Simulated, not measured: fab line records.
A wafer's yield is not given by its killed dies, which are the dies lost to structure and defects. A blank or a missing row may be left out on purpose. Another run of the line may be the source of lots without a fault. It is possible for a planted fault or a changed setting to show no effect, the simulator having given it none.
fab line records | flow n5_finfet
record: lots: 8 wafers: 24 last_day: 18
route steps=1938 shown SD_EPI_N@273 SD_ACTIVATION@332 BEOL_M4@1111 PASSIVATION@1936
lots that met no fault: taken from a fault-free run of the same line
start_h: the number of hours between the record's first day and the start of the first shown wafer of the lot | wait_h: how many hours have passed since the lot's step before this one | " identical to the entry in the row above | L1.1+2: several wafers, shown together as one row | - either no value or no given start | * or withheld: withheld | < > ~ a bound
route shown NAME@n: a module of which the file shows steps, and the number in the route of the first | usual: mean/standard deviation of fault-free wafers | same: alike in all rows | chamber/n: place in a boat | sites: per-site readings | _std_site: the values' standard deviation | _edge_site: outer sites' mean less inner sites' | radius_mm: for every site, how far away it sits from the centre of the wafer | mask NAME#n: copy n | behind: the last tool/chamber to shape the wafer | hold: reason for holding the lot/hours on hold/outcome of the hold | device: which transistor (n, p or np) failed to switch | end of line: the same wafers' tests at the end of the route | a step with no rows: only its recipe | killed: dies that structure and defects cost at the first sort, which is not the same as the wafer's yield | map: the dies of a wafer, with x for killed, . for not killed, _ for no die there
set.NAME: setting as actually run; set.NAME@STEP: the setting as run at that earlier step | model.NAME: the simulator's own value behind a step, which no gauge read
the route's steps for a sample of lots (tables are steps, rows are wafers)
services: from which hour (start_h, from the record's first day; less than 0 if before it) a tool's chamber was out of use, for how many hours, and why
== steps ==
step: N5_SD_EPI_N_DESCUM_14
recipe: chemistry: O2 time_s: 7.9 source_power_w: 50 bias_power_w: 20 pressure_mtorr: 20 rf_frequency_hz: 2.712e+07 temp_c: 40 resist: CAR-ArF-block o2_flow_sccm: 225
usual: drypump_motor_current_A: 5.7/0.54 oes_product_au: 0.79/0.1 rf_vpp_V: 242.8/1.2 showerhead_plenum_p_Torr: 2.07/0.057 throttle_valve_pct: 20.44/0.25
columns lot.wafer tool chamber start_h wait_h drypump_motor_current_A oes_product_au rf_hours_counter_h rf_vpp_V showerhead_plenum_p_Torr throttle_valve_pct
L475.1 rie_diel-01 3 54.59 0.1 6.0 0.69 227 241.8 2.09 20.86
L475.5 " 1 " " 6.7 0.71 - 243.8 2.07 20.79
L475.6 " 2 " " 5.1 0.72 - 244.0 2.08 20.37
L478.3 rie_diel-06 3 72.22 0.0 5.3 0.69 233 242.6 2.07 20.31
L478.5 " 1 " " 4.9 0.85 - 243.4 2.12 20.14
L478.6 " 2 " " 5.5 0.92 - 245.4 2.14 20.61
L479.2 rie_diel-06 2 78.58 0.0 5.5 0.92 22 243.0 2.14 20.62
L479.5 " 1 " " 4.9 0.84 - 242.2 2.12 20.14
L479.6 " 0 " " 5.5 0.71 - 240.4 1.99 20.73
L487.2 rie_diel-01 0 134.71 0.0 6.0 0.79 104 243.3 2.09 20.23
L487.3 " 2 " " 5.1 0.69 238 243.4 2.07 20.42
L487.5 " 1 " " 6.8 0.68 - 243.5 2.05 20.86
L489.1 rie_diel-01 0 142.11 0.0 6.0 0.79 107 243.7 2.09 20.26
L489.2 " 3 " " 6.1 0.99 0 243.5 2.08 20.49
L489.5 " 2 " " 5.1 0.68 - 241.6 2.06 20.40
L492.1 rie_diel-01 3 163.00 0.0 6.1 0.95 11 242.5 2.07 20.52
L492.2 " 1 " " 6.7 0.99 0 242.9 2.05 20.43
L492.3 " 0 " " 6.0 0.77 118 243.2 2.09 20.27
L494.2 rie_diel-01 3 171.74 0.1 6.1 0.93 15 243.2 2.07 20.55
L494.4 " 0 " " 6.0 0.78 - 243.8 2.08 20.26
L494.5 " 3 " " 6.1 0.93 - 242.7 2.07 20.53
L497.1 rie_diel-02 2 188.90 0.0 5.4 0.96 10 245.4 2.24 20.33
L497.5 " 3 " " 6.6 0.69 - 242.9 1.96 20.05
L497.6 " 0 " " 5.6 0.73 - 240.6 1.99 20.52
step: N5_SD_EPI_N_ETCH_35
recipe: chemistry: N2/H2 target: SOC overetch_a: 1080 mask_material: SiARC temp_c: 40 ion_energy_ev: 100 source_w: 3000 bias_w: 133 pressure_mtorr: 20 time_s: 486 n2_flow_sccm: 200 h2_flow_sccm: 200
usual: drypump_motor_current_A: 5.7/0.54 oes_product_au: 0.71/0.089 rf_vpp_V: 240.4/1.1 showerhead_plenum_p_Torr: 2.51/0.069 throttle_valve_pct: 23.83/0.22
columns lot.wafer tool chamber start_h wait_h drypump_motor_current_A oes_product_au rf_hours_counter_h rf_vpp_V showerhead_plenum_p_Torr throttle_valve_pct
L475.1 rie_diel-01 3 54.68 0.0 6.1 0.62 227 240.8 2.51 23.98
L475.5 " 1 " " 6.7 0.64 - 240.8 2.51 24.15
L475.6 " 2 " " 5.1 0.64 - 239.6 2.51 23.87
L478.3 rie_diel-06 3 72.31 0.0 5.3 0.62 234 241.3 2.50 23.61
L478.5 " 1 " " 4.9 0.76 - 240.4 2.57 23.51
L478.6 " 2 " " 5.5 0.82 - 240.8 2.60 23.83
L479.2 rie_diel-06 2 78.67 0.0 5.5 0.82 22 241.7 2.60 23.84
L479.5 " 1 " " 4.9 0.75 - 241.4 2.56 23.53
L479.6 " 0 " " 5.5 0.63 - 240.7 2.41 24.29
L487.2 rie_diel-01 0 134.80 0.0 6.0 0.71 104 239.3 2.55 23.70
L487.3 " 2 " " 5.1 0.62 238 241.1 2.50 23.91
L487.5 " 1 " " 6.7 0.62 - 241.6 2.49 24.21
L489.1 rie_diel-01 0 142.20 0.0 6.0 0.72 107 240.7 2.55 23.70
L489.2 " 3 " " 6.1 0.87 0 241.5 2.50 23.67
L489.5 " 2 " " 5.1 0.61 - 239.2 2.50 23.92
L492.1 rie_diel-01 3 163.09 0.0 6.1 0.83 11 239.6 2.49 23.65
L492.2 " 1 " " 6.7 0.89 0 238.8 2.49 23.83
L492.3 " 0 " " 6.0 0.70 118 240.4 2.54 23.73
L494.2 rie_diel-01 3 171.83 0.0 6.0 0.82 15 240.1 2.49 23.68
L494.4 " 0 " " 6.0 0.70 - 241.3 2.54 23.73
L494.5 " 3 " " 6.0 0.82 - 240.2 2.49 23.67
L497.1 rie_diel-02 2 188.99 0.0 5.4 0.86 10 242.7 2.72 23.69
L497.5 " 3 " " 6.6 0.61 - 239.3 2.43 23.91
L497.6 " 0 " " 5.6 0.65 - 239.8 2.42 24.06
step: N5_SD_EPI_N_VAPOR_ETCH_50
recipe: chemistry: HCl target: Si temp_c: 775 time_s: 54 pressure_torr: 20 mode: isotropic
usual: throttle_valve_pct: 12.0/0.36
columns lot.wafer tool chamber start_h wait_h throttle_valve_pct
L475.1 epi_rpcvd-02 0 56.32 0.3 12.6
L475.5 " 0 " " 12.7
L475.6 " 0 " " 12.7
L478.3 epi_rpcvd-01 0 74.00 0.2 11.8
L478.5 " 0 " " 12.1
L478.6 " 0 " " 11.6
L479.2 epi_rpcvd-01 0 80.11 0.3 11.7
L479.5 " 0 " " 11.6
L479.6 " 0 " " 11.7
L487.2 epi_rpcvd-01 0 136.24 0.3 11.7
L487.3 " 0 " " 11.7
L487.5 " 0 " " 11.8
L489.1 epi_rpcvd-01 0 143.61 0.3 11.7
L489.2 " 0 " " 11.8
L489.5 " 0 " " 11.6
L492.1 epi_rpcvd-04 0 164.84 0.4 11.7
L492.2 " 0 " " 11.8
L492.3 " 0 " " 11.7
L494.2 epi_rpcvd-02 0 173.50 0.3 12.5
L494.4 " 0 " " 12.4
L494.5 " 0 " " 12.3
L497.1 epi_rpcvd-02 0 190.52 0.4 12.5
L497.5 " 0 " " 12.5
L497.6 " 0 " " 12.3
step: N5_SD_EPI_N_EPI_21
recipe: material: Si:P dopant: P temp_c: 680 pressure_torr: 255 time_s: 690
usual: epi_growth_time_s: 690/0
columns lot.wafer tool chamber start_h wait_h epi_growth_time_s
L475.1 epi_rpcvd-02 0 56.50 0.1 690
L475.5 " 0 57.62 1.1 690
L475.6 " 0 " " 690
L478.3 epi_rpcvd-01 0 74.68 0.7 690
L478.5 " 0 " " 690
L478.6 " 0 " " 690
L479.2 epi_rpcvd-01 0 80.54 0.4 690
L479.5 " 0 " " 690
L479.6 " 0 " " 690
L487.2 epi_rpcvd-01 0 136.67 0.4 763.67
L487.3 " 0 " " 690
L487.5 " 0 " " 763.67
L489.1 epi_rpcvd-01 0 143.79 0.1 690
L489.2 " 0 " " 763.67
L489.5 " 0 " " 763.67
L492.1 epi_rpcvd-04 0 165.08 0.2 690
L492.2 " 0 " " 690
L492.3 " 0 " " 690
L494.2 epi_rpcvd-02 0 173.93 0.4 690
L494.4 " 0 " " 690
L494.5 " 0 " " 690
L497.1 epi_rpcvd-02 0 190.76 0.2 690
L497.5 " 0 192.25 1.5 690
L497.6 " 0 " " 690
step: N5_SD_EPI_N_EPI_MEAS_23
recipe: mode: xrd
usual: thk_nm: 59.1/1.1
columns lot.wafer tool chamber start_h wait_h thk_nm
L475.1 film_metro-02 - 58.21 1.4 60.0
L475.5 " - " " 59.4
L475.6 " - " " 59.9
L478.3 film_metro-01 - 75.84 0.9 58.9
L478.5 " - " " 59.2
L478.6 " - " " 58.5
L479.2 film_metro-01 - 81.97 1.2 59.7
L479.5 " - " " 59.0
L479.6 " - " " 58.4
L487.2 film_metro-02 - 138.10 1.2 64.0
L487.3 " - " " 57.5
L487.5 " - " " 63.4
L489.1 film_metro-01 - 145.50 1.4 59.1
L489.2 " - " " 63.9
L489.5 " - " " 63.4
L492.1 film_metro-02 - 167.36 1.9 56.8
L492.2 " - " " 58.1
L492.3 " - " " 60.3
L494.2 film_metro-02 - 175.36 1.2 59.6
L494.4 " - " " 59.0
L494.5 " - " " 60.2
L497.1 film_metro-02 - 193.03 1.9 60.0
L497.5 " - " " 57.6
L497.6 " - " " 58.3
step: N5_SD_ACTIVATION_RS_MEAS_03
recipe: thk_meas_gauge: four-point-probe
usual: RS_SD_N: 21.94/0.29 RS_SD_P: 56.0/0.98
columns lot.wafer tool chamber start_h wait_h RS_SD_N[ohm/sq] RS_SD_P[ohm/sq]
L475.1 film_metro-01 - 63.71 0.2 21.68 56.5
L475.5 " - " " 21.47 56.0
L475.6 " - " " 21.59 56.4
L478.3 film_metro-02 - 81.16 0.2 21.94 57.5
L478.5 " - " " 21.96 57.0
L478.6 " - " " 21.91 57.6
L479.2 film_metro-02 - 87.50 0.2 21.91 55.6
L479.5 " - " " 22.41 56.4
L479.6 " - " " 22.44 55.3
L487.2 film_metro-02 - 143.81 0.2 20.28 55.9
L487.3 " - " " 22.13 55.2
L487.5 " - " " 20.48 55.8
L489.1 film_metro-01 - 151.01 0.2 21.87 56.4
L489.2 " - " " 20.32 56.8
L489.5 " - " " 20.20 56.3
L492.1 film_metro-02 - 173.28 0.2 22.17 56.8
L492.2 " - " " 22.30 56.2
L492.3 " - " " 21.94 56.7
L494.2 film_metro-01 - 180.58 0.2 21.86 53.1
L494.4 " - " " 21.75 53.4
L494.5 " - " " 21.80 53.7
L497.1 film_metro-02 - 198.41 0.2 21.80 56.0
L497.5 " - " " 21.88 56.2
L497.6 " - " " 21.95 55.8
step: N5_BEOL_M4_RC_MEAS_101
usual: DIBL_N: 36.2/1.6 DIBL_P: 36.1/2 IOFF_N: 0.16/0.032 IOFF_P: 0.22/0.036 ION_N: 672/11 ION_P: 463/7.5 RS_SD_N: 28.4/0.4 SS_N: 71.4/0.58 SS_P: 73.2/0.67 VT_N: 250/3.3 VT_P: -250/3.3
columns lot.wafer tool chamber start_h wait_h DIBL_N[mV/V] DIBL_P[mV/V] IOFF_N[nA/um] IOFF_P[nA/um] ION_N[uA/um] ION_P[uA/um] RS_SD_N[ohm/sq] SS_N[mV/dec] SS_P[mV/dec] VT_N[mV] VT_P[mV]
L475.1 prober-01 0 175.49 0.0 35.8 35.9 0.15 0.24 678 477 28.1 71.1 73.3 249 -246
L475.5 " 0 " " 33.8 32.6 0.11 0.19 659 464 27.7 70.3 72.6 253 -251
L475.6 " 0 " " 35.6 34.7 0.15 0.22 672 470 27.9 71.3 72.8 248 -247
L478.3 prober-01 0 197.74 0.3 38.3 35.2 0.17 0.21 679 465 28.5 71.6 73.2 248 -249
L478.5 " 0 " " 35.9 32.5 0.13 0.18 662 458 28.8 71.3 71.8 248 -251
L478.6 " 0 " " 36.2 33.4 0.13 0.19 671 460 28.3 71.5 72.3 251 -250
L479.2 prober-01 0 200.53 0.2 37.3 36.4 0.17 0.23 673 467 28.2 71.5 73.2 250 -247
L479.5 " 0 " " 36.5 34.5 0.17 0.20 678 459 28.8 71.8 72.7 247 -249
L479.6 " 0 " " 34.3 33.2 0.13 0.18 668 457 28.9 70.1 72.1 249 -250
L487.2 prober-02 0 253.70 0.2 37.5 39.2 0.22 0.26 681 463 26.6 71.8 74.1 243 -250
L487.3 " 0 " " 39.5 41.9 0.26 0.31 693 475 28.6 73.1 74.5 243 -246
L487.5 " 0 " " 37.5 39.3 0.21 0.25 692 472 26.3 71.6 74.0 245 -250
L489.1 prober-02 0 270.23 0.0 35.3 35.2 0.15 0.20 676 465 28.4 71.4 73.8 248 -251
L489.2 " 0 " " 41.1 40.7 0.29 0.29 700 466 26.0 73.2 74.8 239 -247
L489.5 " 0 " " 36.6 37.4 0.17 0.23 676 466 26.0 71.1 73.8 247 -247
L492.1 prober-02 0 286.14 0.0 34.9 35.6 0.14 0.23 668 463 28.4 71.3 73.1 253 -246
L492.2 " 0 " " 32.7 32.1 0.12 0.18 677 467 28.7 70.6 72.5 251 -248
L492.3 " 0 " " 37.0 37.2 0.19 0.27 681 472 28.3 71.7 73.3 245 -244
L494.2 prober-02 0 305.23 0.2 40.5 38.1 0.21 0.27 666 462 28.5 71.8 73.7 246 -247
L494.4 " 0 " " 37.6 34.2 0.15 0.20 660 462 28.5 71.4 72.6 250 -250
L494.5 " 0 " " 38.3 34.9 0.16 0.20 653 457 28.5 71.7 72.8 251 -250
L497.1 prober-02 0 339.85 0.0 38.7 39.5 0.20 0.25 694 469 28.3 72.4 73.6 244 -246
L497.5 " 0 " " 36.5 37.2 0.16 0.22 679 470 28.4 72.2 73.4 250 -247
L497.6 " 0 " " 34.7 35.7 0.13 0.20 661 465 28.7 71.4 72.2 252 -252
step: N5_PASSIVATION_PROBE_49
usual: defect_limited_yield: 91.4/1.3 killed_at_M0_to_M3: 34/10 killed_at_M4_up: 14/5.6 killed_at_contacts: 13/5.9 killed_at_front_end: 37/9.9 killed_at_other: 3.5/2.8 killed_dies: 101/15 killed_open: 67/12 killed_short: 32/6.6 sort_bin_4_leakage: 0.00/0.014 sort_bin_5_function: 5.0/0.81 sort_bin_6_memory: 3.2/0.66 sort_n_pass: 1079/15 sort_yield_pct: 91.4/1.3
same: gross_dies: 1180 killed_at_back_side: 0 sort_bin_8_speed[%]: 0
columns lot.wafer tool chamber start_h wait_h defect_limited_yield[%] killed_at_M0_to_M3 killed_at_M4_up killed_at_contacts killed_at_front_end killed_at_other killed_dies killed_open killed_short sort_bin_4_leakage[%] sort_bin_5_function[%] sort_bin_6_memory[%] sort_n_pass sort_yield_pct[%]
L475.1 prober-02 - 289.88 0.0 91.3 29 14 17 36 7 103 73 26 0 5.1 3.2 1077 91.3
L475.5 prober-02 - 290.08 0.2 92.1 33 11 17 30 2 93 64 29 0 4.8 2.6 1087 92.1
L475.6 prober-02 - 290.13 0.3 92.1 35 3 16 35 4 93 55 38 0 4.7 2.9 1087 92.1
L479.2 prober-01 - 311.72 0.1 92.3 39 25 7 18 2 91 66 25 0 5.3 2.3 1089 92.3
L479.5 prober-01 - 311.87 0.2 92.0 35 21 10 28 0 94 70 24 0 5.1 2.9 1086 92.0
L479.6 prober-01 - 311.92 0.3 92.0 35 20 10 27 2 94 63 28 0 4.4 3.1 1086 92.0
L487.2 prober-02 - 359.23 0.1 93.7 18 13 22 16 5 74 42 32 0 3.4 2.7 1106 93.7
L487.3 prober-02 - 359.28 0.1 92.3 19 10 36 22 4 91 62 29 0 4.9 2.6 1089 92.3
L487.5 prober-02 - 359.38 0.2 90.8 29 10 25 44 0 108 66 42 0 5.4 3.6 1072 90.8
killed by level:class
L475.1 MOL_CONTACT_COAG:geometric_particle:open=15 BEOL_M1:geometric_particle:open=11 STI_FIN_REVEAL:geometric_particle:open=10 BEOL_M3:geometric_particle:open=8 BEOL_M4:geometric_particle:open=8 GATE_CUT:geometric_particle:short=5 BEOL_M0_SAQP:geometric_particle:open=5 GATE_CUT:geometric_particle:open=4
L475.5 MOL_CONTACT_COAG:geometric_particle:open=16 BEOL_M3:geometric_particle:open=9 BEOL_M1:geometric_particle:open=7 DUMMY_GATE:geometric_particle:open=6 STI_FIN_REVEAL:geometric_particle:open=5 GATE_CUT:geometric_particle:short=5 BEOL_M4:geometric_particle:open=5 FIN_SAQP:geometric_particle:short=4
L475.6 MOL_CONTACT_COAG:geometric_particle:open=11 FIN_SAQP:geometric_particle:short=10 BEOL_M1:geometric_particle:open=10 BEOL_M0:geometric_particle:open=7 FIN_SAQP:geometric_particle:open=6 GATE_CUT:geometric_particle:open=5 MOL_CONTACT_COAG:geometric_particle:short=5 GATE_CUT:geometric_particle:short=4
L479.2 BEOL_M0_SAQP:geometric_particle:open=11 BEOL_M4:geometric_particle:open=11 BEOL_M2:geometric_particle:open=9 BEOL_M3:geometric_particle:open=8 BEOL_M5:geometric_particle:open=5 MOL_CONTACT_COAG:geometric_particle:open=5 BEOL_M0_SAQP:geometric_particle:short=4 FIN_SAQP:geometric_particle:open=3
L479.5 BEOL_M3:geometric_particle:open=11 BEOL_M4:geometric_particle:open=11 BEOL_M0_SAQP:geometric_particle:short=9 MOL_CONTACT_COAG:geometric_particle:open=8 BEOL_M2:geometric_particle:open=8 STI_FIN_REVEAL:geometric_particle:open=5 ILD0:geometric_particle:open=4 GATE_CUT:geometric_particle:open=4
L479.6 BEOL_M3:geometric_particle:open=10 MOL_CONTACT_COAG:geometric_particle:open=9 BEOL_M0_SAQP:geometric_particle:open=9 BEOL_M4:geometric_particle:open=9 FIN_SAQP:geometric_particle:open=7 BEOL_M0_SAQP:geometric_particle:short=5 FIN_SAQP:geometric_particle:short=4 BEOL_M2:geometric_particle:open=4
L487.2 MOL_CONTACT_COAG:geometric_particle:open=13 MOL_CONTACT_COAG:geometric_particle:short=9 BEOL_M4:geometric_particle:open=6 BEOL_M2:geometric_particle:open=5 FIN_SAQP:geometric_particle:short=4 BEOL_M0_SAQP:geometric_particle:short=4 STI_FIN_REVEAL:geometric_particle:open=3 ILD0:geometric_particle:short=2
L487.3 MOL_CONTACT_COAG:geometric_particle:open=27 MOL_CONTACT_COAG:geometric_particle:short=9 STI_FIN_REVEAL:geometric_particle:open=7 BEOL_M1:geometric_particle:open=7 STARTING-WAFER:geometric_particle:open=4 STI_FIN_REVEAL:geometric_particle:short=3 ILD0:geometric_particle:short=3 BEOL_M0_SAQP:geometric_particle:open=3
L487.5 STI_FIN_REVEAL:geometric_particle:open=17 MOL_CONTACT_COAG:geometric_particle:open=16 FIN_SAQP:geometric_particle:short=9 MOL_CONTACT_COAG:geometric_particle:short=9 BEOL_M2:geometric_particle:open=8 BEOL_M3:geometric_particle:short=8 STI_FIN_REVEAL:geometric_particle:short=7 BEOL_M0_SAQP:geometric_particle:open=5
== services ==
columns tool chamber start_h hours kind
rie_diel-02 - 96.68 28.1 pm
rie_diel-01 - 105.62 2.8 pm
rie_diel-06 3 116.09 - clean
rie_diel-06 3 116.09 - consumable_replace:focus_ring
rie_diel-06 3 116.09 18.1 scheduled_down
rie_diel-06 3 116.09 18.1 vent_cycle
rie_diel-01 3 118.77 - clean
rie_diel-01 3 118.77 - consumable_replace:focus_ring
rie_diel-01 3 118.77 22.9 scheduled_down
rie_diel-01 3 118.77 22.9 vent_cycle
rie_diel-02 3 126.12 3.5 repair
rie_diel-01 1 141.67 - clean
rie_diel-01 1 141.67 - consumable_replace:focus_ring
rie_diel-01 1 141.67 20.2 scheduled_down
rie_diel-01 1 141.67 20.2 vent_cycle
rie_diel-06 0 141.86 - clean
rie_diel-06 0 141.86 - consumable_replace:focus_ring
rie_diel-06 0 141.86 - consumable_replace:showerhead
rie_diel-06 0 141.86 17.7 scheduled_down
rie_diel-02 3 143.67 19.0 repair
rie_diel-01 2 162.14 - clean
rie_diel-01 2 162.14 - consumable_replace:focus_ring
rie_diel-01 2 162.14 15.7 scheduled_down
rie_diel-01 2 162.14 15.7 vent_cycle
== key ==
first_sign: step: N5_SD_EPI_N_EPI_21 reading: epi_growth_time_s direction: up sigmas: 99+ usual: * struck: *
effect: step: N5_SD_EPI_N_EPI_MEAS_23 reading: thk_nm direction: up sigmas: 4 usual: * struck: *
effect: step: N5_SD_ACTIVATION_RS_MEAS_03 reading: RS_SD_N direction: down sigmas: 5.5 usual: 21.94 struck: 20.32
effect: step: N5_BEOL_M4_RC_MEAS_101 reading: RS_SD_N direction: down sigmas: 5.6 usual: 28.4 struck: 26.2
met_at N5_SD_EPI_N_EPI_21
struck_lots L487,L489
struck_wafers L487.2,L487.5,L489.2,L489.5
not_acting_at N5_SD_EPI_N_DESCUM_14,N5_SD_EPI_N_ETCH_35,N5_SD_EPI_N_VAPOR_ETCH_50
onset_between 80.54 136.67
fault: kind: process_parameter_drift tool: epi_rpcvd-01 chamber: - onset_h: 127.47 steps: N5_SD_EPI_N_EPI_21 channel: epi_growth_time_s offset: * shape: step end_h: 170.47 scope: struck_wafers_only acts_in: * stated: *
